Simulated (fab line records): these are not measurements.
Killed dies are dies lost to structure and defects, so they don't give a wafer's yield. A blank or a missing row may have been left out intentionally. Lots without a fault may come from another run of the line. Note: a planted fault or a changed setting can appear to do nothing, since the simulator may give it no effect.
The tool behind it: which one? + flow nandHarc + 36 wafers from 12 lots sampled at 5 of the route's 1159 steps

WHAT THE GAUGES READ, wafer by wafer
NHARC_END_SORT_01. Usual: killedAtArray 25, standard deviation 9.2; killedAtOther 0.8, standard deviation 1.2; killedAtPeriphery 3.9, standard deviation 2.6; killedDies 30, standard deviation 9.7; killedOpen 3.4, standard deviation 1.9; killedShort 2.0, standard deviation 1.4.
| lot  | measured     | on        | killedAtArray | killedAtOther | killedAtPeriphery | killedDies | killedOpen | killedShort | flag |
|------|--------------|-----------|---------------|---------------|-------------------|------------|------------|-------------|------|
| L866 | day 21 19:04 | prober-01 | 23 406 24     | 1 0 0         | 4 8 4             | 28 414 28  | 3 9 3      | 0 2 3       | OFF  |

WHAT TOOL EACH LOT RAN ON (gives the tool, then ch and the chambers of the sampled wafers, and finally the start)
| lot  | NHARC_A_STAIRCASE_ETCH_203                   | NHARC_A_STAIRCASE_TRIM_222                   | NHARC_A_STAIRCASE_ETCH_223        | NHARC_A_STAIRCASE_TRIM_231                 |
|------|----------------------------------------------|----------------------------------------------|-----------------------------------|--------------------------------------------|
| L857 | rieDiel-02 ch 0,1,3, day 10 21:09 or earlier | rieDiel-02 ch 0,1,3, day 10 21:09 or earlier | rieDiel-02 ch 0,1,3, day 10 21:09 | rieDiel-02 ch 0,1,2, no start              |
| L858 | rieDiel-04 ch 0,1,3, day 11 14:19 or earlier | rieDiel-02 ch 1,2,3, day 11 14:19 or earlier | rieDiel-02 ch 1,3, day 11 14:19   | rieDiel-02 ch 0,1,2, no start              |
| L859 | rieDiel-02 ch 0,3, day 11 14:52 or earlier   | rieDiel-04 ch 0,1,2, day 11 14:52 or earlier | rieDiel-04 ch 0,1,3, day 11 14:52 | rieDiel-04 ch 1,2,3, no start              |
| L860 | rieDiel-02 ch 0,2,3, day 12 00:10 or earlier | rieDiel-02 ch 1,2,3, day 12 00:10 or earlier | rieDiel-02 ch 0,1,2, day 12 00:10 | rieDiel-02 ch 1,2,3, no start              |
| L864 | rieDiel-02 ch 0,3, day 13 01:09 or earlier   | rieDiel-04 ch 0,2,3, day 13 01:09 or earlier | rieDiel-04 ch 0,1, day 13 01:09   | rieDiel-13 ch 2,3, no start                |
| L866 | rieDiel-02 ch 1,2, day 13 16:48 or earlier   | rieDiel-02 ch 0,1,3, day 13 16:48 or earlier | rieDiel-02 ch 0,1, day 13 16:48   | rieDiel-13 ch 0,3, day 21 19:04 or earlier |
| L873 | rieDiel-13 ch 0,3, day 15 04:10 or earlier   | rieDiel-04 ch 1,2, day 15 04:10 or earlier   | rieDiel-04 ch 1,2,3, day 15 04:10 | rieDiel-02 ch 0,1,2, no start              |
| L874 | rieDiel-13 ch 0,2,3, day 15 08:27 or earlier | rieDiel-04 ch 0,1,2, day 15 08:27 or earlier | rieDiel-04 ch 0,1,3, day 15 08:27 | rieDiel-04 ch 0,1,2, no start              |
| L875 | rieDiel-04 ch 1,2, day 15 09:21 or earlier   | rieDiel-13 ch 0,1,2, day 15 09:21 or earlier | rieDiel-13 ch 0,2,3, day 15 09:21 | rieDiel-04 ch 0,1, no start                |
| L876 | rieDiel-04 ch 1,2,3, day 15 18:44 or earlier | rieDiel-13 ch 0,1,2, day 15 18:44 or earlier | rieDiel-13 ch 1,3, day 15 18:44   | rieDiel-13 ch 2,3, no start                |
| L879 | rieDiel-13 ch 0,1,3, day 16 08:23 or earlier | rieDiel-13 ch 1,2,3, day 16 08:23 or earlier | rieDiel-13 ch 0,1,3, day 16 08:23 | rieDiel-02 ch 0,1,2, no start              |
| L880 | rieDiel-04 ch 0,1, day 17 02:14 or earlier   | rieDiel-02 ch 0,1,3, day 17 02:14 or earlier | rieDiel-02 ch 0,1,3, day 17 02:14 | rieDiel-02 ch 0,1,2, no start              |
- NHARC_A_STAIRCASE_ETCH_203: etches the open film in C4F8/O2, target depth 100 nm, time 40.5 s.
- NHARC_A_STAIRCASE_TRIM_222: chemistry O2, time 211.2 s.
- NHARC_A_STAIRCASE_ETCH_223: etches the open film in C4F8/O2, target depth 100 nm, time 40.5 s.
- NHARC_A_STAIRCASE_TRIM_231: chemistry O2, time 211.2 s.

AS READ BY THE TOOLS THEMSELVES (means over the sampled wafers that have a number; for cases with no such wafer, the mark the record gives instead)
NHARC_A_STAIRCASE_ETCH_203. Usual: oesProductAu 0.947 a.u., standard deviation 0.015; rfVppV 895 V, standard deviation 5.6.
| lot  | tool       | oesProductAu (a.u.) | rfVppV (V) | flag |
|------|------------|---------------------|------------|------|
| L857 | rieDiel-02 | 0.948               | 896        |      |
| L858 | rieDiel-04 | 0.939               | 892        |      |
| L859 | rieDiel-02 | 0.953               | 899        |      |
| L860 | rieDiel-02 | 0.954               | 896        |      |
| L864 | rieDiel-02 | 0.961               | 899        |      |
| L866 | rieDiel-02 | 0.934               | 892        |      |
| L873 | rieDiel-13 | 0.936               | 900        |      |
| L874 | rieDiel-13 | 0.944               | 895        |      |
| L875 | rieDiel-04 | 0.955               | 900        |      |
| L876 | rieDiel-04 | 0.948               | 897        |      |
| L879 | rieDiel-13 | 0.939               | 895        |      |
| L880 | rieDiel-04 | 0.939               | 889        |      |

NHARC_A_STAIRCASE_TRIM_222. Usual: drypumpMotorCurrentA 5.8 A, standard deviation 0.4; mfcArSccm 0.013 sccm, standard deviation 0.015; oesProductAu 1.001 a.u., standard deviation 0.011; rfVppV 57.6 V, standard deviation 0.88; showerheadPlenumPTorr 3.49 Torr, standard deviation 0.13; throttleValvePct 17.036 %, standard deviation 0.01.
| lot  | tool       | drypumpMotorCurrentA (A) | mfcArSccm (sccm) | oesProductAu (a.u.) | rfVppV (V) | showerheadPlenumPTorr (Torr) | throttleValvePct (%) | flag |
|------|------------|--------------------------|------------------|---------------------|------------|------------------------------|----------------------|------|
| L857 | rieDiel-02 | 5.5                      | 0.014            | 1.011               | 57.8       | 3.53                         | 17.031               |      |
| L858 | rieDiel-02 | 5.7                      | 0.001            | 1.000               | 57.8       | 3.54                         | 17.033               |      |
| L859 | rieDiel-04 | 6.2                      | 0.014            | 1.015               | 57.2       | 3.38                         | 17.037               |      |
| L860 | rieDiel-02 | 5.7                      | 0.001            | 1.001               | 57.9       | 3.54                         | 17.032               |      |
| L864 | rieDiel-04 | 6.1                      | 0.005            | 1.001               | 56.7       | 3.32                         | 17.038               |      |
| L866 | rieDiel-02 | 5.4                      | 0.014            | 1.002               | 58.3       | 3.52                         | 17.036               |      |
| L873 | rieDiel-04 | 6.4                      | 0.009            | 1.002               | 57.7       | 3.71                         | 17.035               |      |
| L874 | rieDiel-04 | 6.2                      | 0.014            | 1.004               | 57.2       | 3.55                         | 17.032               |      |
| L875 | rieDiel-13 | 5.8                      | 0.020            | 0.999               | 57.3       | 3.42                         | 17.031               |      |
| L876 | rieDiel-13 | 5.8                      | 0.020            | 0.998               | 57.9       | 3.42                         | 17.042               |      |
| L879 | rieDiel-13 | 5.9                      | 0.017            | 0.988               | 57.6       | 3.55                         | 17.046               |      |
| L880 | rieDiel-02 | 5.5                      | 0.014            | 0.999               | 58.0       | 3.51                         | 17.027               |      |

NHARC_A_STAIRCASE_ETCH_223. Usual: oesProductAu 0.943 a.u., standard deviation 0.013; rfVppV 894 V, standard deviation 5.
| lot  | tool       | oesProductAu (a.u.) | rfVppV (V) | flag |
|------|------------|---------------------|------------|------|
| L857 | rieDiel-02 | 0.959               | 895        |      |
| L858 | rieDiel-02 | 0.953               | 896        |      |
| L859 | rieDiel-04 | 0.961               | 892        |      |
| L860 | rieDiel-02 | 0.943               | 894        |      |
| L864 | rieDiel-04 | 0.968               | 893        |      |
| L866 | rieDiel-02 | 0.892               | 894        | OFF  |
| L873 | rieDiel-04 | 0.954               | 897        |      |
| L874 | rieDiel-04 | 0.944               | 891        |      |
| L875 | rieDiel-13 | 0.937               | 895        |      |
| L876 | rieDiel-13 | 0.947               | 901        |      |
| L879 | rieDiel-13 | 0.935               | 895        |      |
| L880 | rieDiel-02 | 0.937               | 895        |      |

NHARC_A_STAIRCASE_TRIM_231. Usual: drypumpMotorCurrentA 5.8 A, standard deviation 0.4; mfcArSccm 0.014 sccm, standard deviation 0.015; oesProductAu 1.000 a.u., standard deviation 0.012; rfVppV 57.6 V, standard deviation 0.92; showerheadPlenumPTorr 3.50 Torr, standard deviation 0.14; throttleValvePct 17.036 %, standard deviation 0.0092.
| lot  | tool       | drypumpMotorCurrentA (A) | mfcArSccm (sccm) | oesProductAu (a.u.) | rfVppV (V) | showerheadPlenumPTorr (Torr) | throttleValvePct (%) | flag |
|------|------------|--------------------------|------------------|---------------------|------------|------------------------------|----------------------|------|
| L857 | rieDiel-02 | 5.7                      | 0.014            | 0.993               | 57.2       | 3.48                         | 17.040               |      |
| L858 | rieDiel-02 | 5.7                      | 0.014            | 0.999               | 58.0       | 3.48                         | 17.035               |      |
| L859 | rieDiel-04 | 6.3                      | 0.009            | 1.005               | 57.9       | 3.40                         | 17.036               |      |
| L860 | rieDiel-02 | 5.7                      | 0.001            | 1.008               | 57.7       | 3.54                         | 17.037               |      |
| L864 | rieDiel-13 | 5.6                      | 0.021            | 0.994               | 57.7       | 3.67                         | 17.032               |      |
| L866 | rieDiel-13 | 5.4                      | 0.029            | 0.999               | 58.5       | 3.63                         | 17.037               |      |
| L873 | rieDiel-02 | 5.7                      | 0.014            | 0.990               | 57.5       | 3.46                         | 17.045               |      |
| L874 | rieDiel-04 | 6.2                      | 0.014            | 0.999               | 57.8       | 3.55                         | 17.034               |      |
| L875 | rieDiel-04 | 6.1                      | 0.019            | 1.000               | 57.6       | 3.38                         | 17.031               |      |
| L876 | rieDiel-13 | 5.6                      | 0.021            | 0.992               | 58.5       | 3.65                         | 17.040               |      |
| L879 | rieDiel-02 | 5.7                      | 0.014            | 0.994               | 58.3       | 3.46                         | 17.037               |      |
| L880 | rieDiel-02 | 5.7                      | 0.014            | 0.992               | 57.9       | 3.46                         | 17.031               |      |

THE ANSWER, worked out from the rows above alone
Rule: a lot counts as off when the mean over its wafers that have a number is more than 3 standard deviations away from the usual mean. Also off: a lot with no number at a reading for which 4 or more lots have one. Any other lot the step has rows for is counted as sound. After the gauges, taken in route order, come the tools' own readings; for these a lot's mean is taken, as printed above. The first step at which some lot is off is used, and at that step the reading that is off furthest; a lot without a number counts as furthest.
Off: L866 (NHARC_END_SORT_01, killedAtArray). Neither off nor sound, because the step has no rows for them: L857, L858, L859, L860, L864, L873, L874, L875, L876, L879, L880.
A tool fits if, at a process step before that reading, it ran every lot that is off, and no sound lot after the first of them. Not tried: the gauges at NHARC_END_SORT_01; whatever is off there is also off at NHARC_A_STAIRCASE_ETCH_223, on other tools, and gauge error can't account for it. With no start given for some of its lots, NHARC_A_STAIRCASE_ETCH_203 uses the hours and lot order of NHARC_A_STAIRCASE_ETCH_223. With no start given for some of its lots, NHARC_A_STAIRCASE_TRIM_222 uses the hours and lot order of NHARC_A_STAIRCASE_ETCH_223. With no start given for some of its lots, NHARC_A_STAIRCASE_TRIM_231 uses the hours and lot order of NHARC_END_SORT_01. Undecided on this evidence; 2 tools fit (rieDiel-02 at NHARC_A_STAIRCASE_ETCH_203 and NHARC_A_STAIRCASE_TRIM_222 and NHARC_A_STAIRCASE_ETCH_223, rieDiel-13 at NHARC_A_STAIRCASE_TRIM_231).

WHAT THE SIMULATOR PUT IN
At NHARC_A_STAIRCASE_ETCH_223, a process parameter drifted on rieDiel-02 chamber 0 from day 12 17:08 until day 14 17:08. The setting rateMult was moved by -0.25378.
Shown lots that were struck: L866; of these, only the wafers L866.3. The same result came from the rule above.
